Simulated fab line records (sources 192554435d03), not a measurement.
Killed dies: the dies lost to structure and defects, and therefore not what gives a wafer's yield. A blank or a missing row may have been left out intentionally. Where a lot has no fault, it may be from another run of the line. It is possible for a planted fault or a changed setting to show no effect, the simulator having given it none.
Matching of chambers || flow n5Finfet || N5_STI_FIN_REVEAL_ALD_14 on aldSin-04 has 4 sister chambers
The step deposits Si3N4, target thk 3 nm. 22 wafers are shown with their chamber, then 11 later ones without.

## WAFERS WITH THEIR CHAMBER
{"wafer": "L078.3", "chamber": 0, "heaterPowerW (W)": 826, "heaterPowerOuterW (W)": 464}
{"wafer": "L078.4", "chamber": 3, "heaterPowerW (W)": 987, "heaterPowerOuterW (W)": 569}
{"wafer": "L078.6", "chamber": 0, "heaterPowerW (W)": 825, "heaterPowerOuterW (W)": 481}
{"wafer": "L079.2", "chamber": 0, "heaterPowerW (W)": 835, "heaterPowerOuterW (W)": 471}
{"wafer": "L079.3", "chamber": 3, "heaterPowerW (W)": 959, "heaterPowerOuterW (W)": 582}
{"wafer": "L079.4", "chamber": 2, "heaterPowerW (W)": 988, "heaterPowerOuterW (W)": 579}
{"wafer": "L082.1", "chamber": 0, "heaterPowerW (W)": 832, "heaterPowerOuterW (W)": 456}
{"wafer": "L082.4", "chamber": 3, "heaterPowerW (W)": 977, "heaterPowerOuterW (W)": 574}
{"wafer": "L082.5", "chamber": 0, "heaterPowerW (W)": 836, "heaterPowerOuterW (W)": 467}
{"wafer": "L083.2", "chamber": 1, "heaterPowerW (W)": 725, "heaterPowerOuterW (W)": 400}
{"wafer": "L083.5", "chamber": 2, "heaterPowerW (W)": 994, "heaterPowerOuterW (W)": 591}
{"wafer": "L083.6", "chamber": 1, "heaterPowerW (W)": 714, "heaterPowerOuterW (W)": 410}
{"wafer": "L084.1", "chamber": 1, "heaterPowerW (W)": 722, "heaterPowerOuterW (W)": 414}
{"wafer": "L084.4", "chamber": 2, "heaterPowerW (W)": 967, "heaterPowerOuterW (W)": 586}
{"wafer": "L084.5", "chamber": 2, "heaterPowerW (W)": 978, "heaterPowerOuterW (W)": 600}
{"wafer": "L086.1", "chamber": 1, "heaterPowerW (W)": 723, "heaterPowerOuterW (W)": 413}
{"wafer": "L086.4", "chamber": 0, "heaterPowerW (W)": 822, "heaterPowerOuterW (W)": 479}
{"wafer": "L086.5", "chamber": 1, "heaterPowerW (W)": 724, "heaterPowerOuterW (W)": 403}
{"wafer": "L087.3", "chamber": 2, "heaterPowerW (W)": 986, "heaterPowerOuterW (W)": 567}
{"wafer": "L087.4", "chamber": 3, "heaterPowerW (W)": 965, "heaterPowerOuterW (W)": 582}
{"wafer": "L087.6", "chamber": 2, "heaterPowerW (W)": 983, "heaterPowerOuterW (W)": 582}
{"wafer": "L088.1", "chamber": 0, "heaterPowerW (W)": 827, "heaterPowerOuterW (W)": 466}

SIGNATURES (averages over the wafers above)
{"reading": "heaterPowerW", "chamber 0": 829.00, "chamber 1": 721.60, "chamber 2": 982.67, "chamber 3": 972.00, "scatter within a chamber": 8}
{"reading": "heaterPowerOuterW", "chamber 0": 469.14, "chamber 1": 408.00, "chamber 2": 584.17, "chamber 3": 576.75, "scatter within a chamber": 8.69}
Rule: for each reading, subtract the chamber's mean from the wafer's reading, divide by that reading's scatter and square the result; add these up over the readings and take the root, which gives the wafer's distance from the chamber. If the next closest chamber is less than 2 further off than the closest, the wafer can't be placed; otherwise it belongs to the closest. The scatter: take each reading less its chamber's mean, square it, sum over the shown wafers, divide by the number of wafers less the number of chambers, and take the root.

## WAFERS MISSING THEIR CHAMBER
{"wafer": "L088.2", "heaterPowerW (W)": 713, "heaterPowerOuterW (W)": 409}
{"wafer": "L088.6", "heaterPowerW (W)": 792, "heaterPowerOuterW (W)": 462}
{"wafer": "L091.1", "heaterPowerW (W)": 820, "heaterPowerOuterW (W)": 472}
{"wafer": "L091.4", "heaterPowerW (W)": 991, "heaterPowerOuterW (W)": 591}
{"wafer": "L091.6", "heaterPowerW (W)": 705, "heaterPowerOuterW (W)": 419}
{"wafer": "L094.1", "heaterPowerW (W)": 992, "heaterPowerOuterW (W)": 568}
{"wafer": "L094.4", "heaterPowerW (W)": 724, "heaterPowerOuterW (W)": 405}
{"wafer": "L094.6", "heaterPowerW (W)": 719, "heaterPowerOuterW (W)": 413}
{"wafer": "L097.1", "heaterPowerW (W)": 985, "heaterPowerOuterW (W)": 585}
{"wafer": "L097.4", "heaterPowerW (W)": 951, "heaterPowerOuterW (W)": 590}
{"wafer": "L097.6", "heaterPowerW (W)": 836, "heaterPowerOuterW (W)": 469}

## WHICH CHAMBER EACH ONE RAN IN
{"wafer": "L088.2", "from the rows above": 1, "in truth": 1}
{"wafer": "L088.6", "from the rows above": 0, "in truth": 0}
{"wafer": "L091.1", "from the rows above": 0, "in truth": 0}
{"wafer": "L091.4", "from the rows above": "can't be placed: 2 or 3", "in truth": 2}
{"wafer": "L091.6", "from the rows above": 1, "in truth": 1}
{"wafer": "L094.1", "from the rows above": "can't be placed: 2 or 3", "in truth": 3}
{"wafer": "L094.4", "from the rows above": 1, "in truth": 1}
{"wafer": "L094.6", "from the rows above": 1, "in truth": 1}
{"wafer": "L097.1", "from the rows above": "can't be placed: 2 or 3", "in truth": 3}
{"wafer": "L097.4", "from the rows above": "can't be placed: 3 or 2", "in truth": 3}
{"wafer": "L097.6", "from the rows above": 0, "in truth": 0}
Correct placement for 7 of the 11. Can't be placed from these rows: 4 (the true chamber is among the candidates in 4). Placed wrongly: 0.
